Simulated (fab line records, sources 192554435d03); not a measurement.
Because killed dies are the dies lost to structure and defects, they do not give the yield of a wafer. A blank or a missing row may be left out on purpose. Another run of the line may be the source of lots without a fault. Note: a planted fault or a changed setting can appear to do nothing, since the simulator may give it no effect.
Which tool did it? | flow n5-finfet | 48 wafers sampled from 16 lots at 1 step of a route of 1938

WHAT THE GAUGES SHOWED, per wafer
N5_BEOL_M4_RC_MEAS_101.
lot  | measured     | on        | DIBL_N (mV/V)  | DIBL_P (mV/V)  | IOFF_N (nA/um)    | IOFF_P (nA/um) | ION_N (uA/um) | ION_P (uA/um) | SS_N (mV/dec)  | SS_P (mV/dec)  | VT_N (mV)   | VT_P (mV)
L074 | day 9 08:05  | prober-02 | 36.1 35.4 35.2 | 37.1 37.2 35.8 | 0.174 0.150 0.148 | 0.20 0.19 0.17 | 701 673 678   | 470 460 464   | 71.1 70.9 71.2 | 73.9 73.9 73.1 | 248 252 251 | -252.5 -249.9 -251.1
L076 | day 9 13:21  | prober-01 | 33.6 34.8 35.2 | 31.9 34.4 33.7 | 0.105 0.125 0.122 | 0.15 0.18 0.17 | 636 660 650   | 438 452 452   | 70.7 70.5 70.6 | 72.2 73.2 72.0 | 258 251 254 | -257.1 -251.7 -253.8
L077 | day 9 15:12  | prober-01 | 38.2 38.3 37.6 | 38.9 39.4 38.2 | 0.168 0.180 0.164 | 0.20 0.22 0.20 | 692 685 687   | 473 466 465   | 72.1 71.9 71.9 | 73.6 73.4 73.0 | 250 248 249 | -252.7 -253.7 -252.6
L080 | day 9 20:11  | prober-01 | 37.5 34.9 35.0 | 37.9 35.3 32.8 | 0.188 0.137 0.124 | 0.22 0.19 0.15 | 657 666 633   | 449 460 436   | 72.2 71.2 71.7 | 73.4 72.9 72.5 | 248 252 254 | -249.2 -252.1 -258.2
L081 | day 9 23:37  | prober-02 | 37.1 34.2 34.7 | 36.6 32.5 33.0 | 0.197 0.137 0.146 | 0.23 0.17 0.17 | 695 684 683   | 472 469 461   | 71.7 70.8 71.3 | 73.7 72.0 72.5 | 245 249 249 | -246.6 -251.2 -253.8
L082 | day 10 01:23 | prober-02 | 35.7 35.9 35.4 | 34.8 36.2 35.7 | 0.150 0.157 0.155 | 0.21 0.23 0.22 | 679 663 680   | 469 458 465   | 71.5 71.7 71.7 | 72.9 73.0 72.7 | 251 250 249 | -249.0 -249.4 -250.6
L078 | day 11 04:55 | prober-01 | 33.9 31.4 32.5 | 34.3 32.1 33.4 | 0.132 0.109 0.121 | 0.17 0.15 0.16 | 655 667 668   | 446 453 458   | 70.6 70.2 70.2 | 72.2 71.5 72.0 | 255 253 252 | -254.2 -253.2 -253.3
L084 | day 11 09:05 | prober-01 | 34.4 31.1 35.0 | 36.7 31.3 36.3 | 0.149 0.094 0.163 | 0.25 0.16 0.24 | 679 650 687   | 471 460 472   | 71.1 71.0 71.4 | 74.1 71.8 73.4 | 249 257 248 | -246.7 -249.5 -247.2
L086 | day 11 13:08 | prober-02 | 36.1 34.2 33.9 | 36.8 34.5 33.6 | 0.198 0.147 0.139 | 0.24 0.21 0.19 | 690 670 672   | 472 464 457   | 71.4 71.4 71.4 | 74.1 73.5 72.5 | 244 250 249 | -246.3 -245.1 -250.3
L087 | day 12 11:49 | prober-01 | 34.1 36.7 35.3 | 32.5 35.3 33.7 | 0.126 0.179 0.135 | 0.17 0.22 0.19 | 673 701 669   | 468 476 463   | 70.2 70.7 70.7 | 72.2 73.4 72.8 | 252 244 251 | -252.6 -248.5 -252.8
L088 | day 12 12:55 | prober-02 | 36.1 38.8 38.5 | 33.6 36.7 36.0 | 0.120 0.158 0.165 | 0.15 0.19 0.19 | 658 668 660   | 447 450 447   | 70.7 70.9 72.1 | 72.9 74.1 73.2 | 255 253 252 | -255.7 -254.5 -252.7
L090 | day 12 17:50 | prober-02 | 35.9 38.4 35.4 | 36.6 38.6 34.7 | 0.155 0.197 0.136 | 0.21 0.24 0.18 | 679 670 680   | 463 449 463   | 71.0 71.7 70.7 | 73.1 73.7 72.6 | 251 247 254 | -250.7 -249.5 -251.3
L092 | day 13 08:40 | prober-01 | 34.2 36.4 36.4 | 33.0 35.6 35.6 | 0.118 0.160 0.148 | 0.15 0.19 0.18 | 657 690 669   | 449 466 454   | 70.2 71.7 70.8 | 72.0 72.1 72.8 | 253 248 253 | -255.5 -253.0 -252.2
L091 | day 13 10:35 | prober-02 | 35.0 37.1 35.3 | 32.2 34.9 33.1 | 0.118 0.149 0.121 | 0.14 0.17 0.15 | 656 654 657   | 448 444 449   | 70.8 71.8 71.0 | 72.2 72.8 72.8 | 253 253 255 | -256.9 -253.6 -253.0
L094 | day 13 17:14 | prober-02 | 36.7 35.5 40.2 | 35.9 34.2 40.5 | 0.157 0.119 0.222 | 0.22 0.18 0.30 | 692 662 692   | 478 458 475   | 71.1 70.5 72.3 | 72.7 72.3 73.4 | 247 253 247 | -249.6 -251.4 -244.4
L096 | day 14 10:01 | prober-01 | 37.0 36.2 34.6 | 37.4 35.8 33.7 | 0.156 0.144 0.120 | 0.22 0.18 0.16 | 677 680 668   | 472 464 462   | 71.3 71.2 69.9 | 73.3 72.3 72.6 | 250 251 254 | -251.2 -253.6 -252.9

EACH LOT AND THE TOOL THAT RAN IT (in order: tool; ch and the chambers of the sampled wafers; start)
Record: no process step prior to these readings.

WHAT THE TOOLS THEMSELVES READ (means of the sampled wafers that have a number; where no wafer has one, the mark that the record gives instead)
The record holds no such reading with a usual standard deviation.

THE ANSWER, worked out from the rows above alone
Rule: the usual values come from the lots themselves. The widest of any qualifying gaps counts: lots, ordered by their means at a reading, are off when they make up no more than a third of the lots, leave a main group of 4 or more, and stand apart from it by 3 or more times the standard deviation of that group's means. A main group is skipped when, at the precision printed for the reading in the tables above, its means are all equal. Also off: a lot with no number at a reading for which 4 or more lots have one. Where the step has rows for the other lots, those lots are counted as sound. Order of review: gauges by route order, followed by the tools' own readings, for which a lot's mean as printed above is used. The first step at which some lot is off is used, and at that step the reading that is off furthest; a lot without a number counts as furthest.
No lot is off on any of the readings shown, so nothing can be concluded from this.

WHAT THE SIMULATOR HAD INSERTED
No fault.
